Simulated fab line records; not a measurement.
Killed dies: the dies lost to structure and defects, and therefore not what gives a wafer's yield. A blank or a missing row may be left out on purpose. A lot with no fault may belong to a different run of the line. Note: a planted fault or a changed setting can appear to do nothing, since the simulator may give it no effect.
2 desks, one fault    flow n5Finfet    numbers are kept per desk, each desk with only its own; the story behind them comes last

## DESK OF THE TOOL OWNER: rieDiel-06
The tool's own readings at N5_BEOL_M9_STRIP_36 (strips in N2/H2): means of the sampled wafers that have a number, for each lot that ran on this tool. A lot is out of limits, marked OUT, if its mean lies more than 4 standard deviations from the usual mean; the brackets give that distance.
Columns: A = drypumpMotorCurrentA at N5_BEOL_M9_STRIP_36, usual 5.9 A; B = oesProductAu at N5_BEOL_M9_STRIP_36, usual 0.78 a.u.; C = powerW at N5_BEOL_M9_STRIP_36, usual 450.1 W; D = rfVppV at N5_BEOL_M9_STRIP_36, usual 59.1 V; E = showerheadPlenumPTorr at N5_BEOL_M9_STRIP_36, usual 2.56 Torr; F = throttleValvePct at N5_BEOL_M9_STRIP_36, usual 23.62 %
lot   first seen here  A    B     C                D     E     F
L828  day 11 11:47     5.6  0.73  451.3            59.3  2.45  23.79
L839  day 14 07:13     5.4  0.72  399.3 (-39) OUT  59.3  2.49  23.85
L841  day 14 20:09     5.4  0.71  398.7 (-40) OUT  59.9  2.49  23.86
This desk's finding: out of limits on L839, L841; first on L839, day 14 07:13 (powerW at N5_BEOL_M9_STRIP_36). L828: within limits.

## THE METROLOGY DESK
What the gauges read, lot by lot, whatever tool the lot ran on: means of the sampled wafers that have a number. A lot is out of limits, marked OUT, if its mean lies more than 4 standard deviations from the usual mean; the brackets give that distance.
Columns: A = cdNm at N5_BEOL_M9_CD_MEAS_35, usual 69.9 nm
lot   first seen here  A
L824  day 10 12:41     70.1
L825  day 10 12:53     69.8
L827  day 11 09:50     69.2
L828  day 11 12:08     70.2
L839  day 14 07:35     69.2
L841  day 14 20:32     70.0
L843  day 14 22:29     68.1
L844  day 15 10:09     70.1
L845  day 16 00:46     69.6
L847  day 16 05:26     69.5
L846  day 16 05:56     70.2
Result from this desk: across the 11 lots, nothing is out of limits.

## TAKEN TOGETHER
The tool owner's desk could have raised an alarm at day 14 07:13, on L839, L841.
At the metrology desk, nothing out of limits was observed.
The metrology desk has L839, L841 on record, within its limits.
Of the lots named, all ran N5_BEOL_M9_STRIP_36 on rieDiel-06.

## WHAT THE SIMULATOR HAD INSERTED
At N5_BEOL_M9_STRIP_36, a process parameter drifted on rieDiel-06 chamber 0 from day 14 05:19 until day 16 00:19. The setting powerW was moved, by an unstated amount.
Lots struck among those shown: L839, L841.
Time in hours from fault onset to the first out-of-limits reading at each desk: the tool owner's desk, 2.
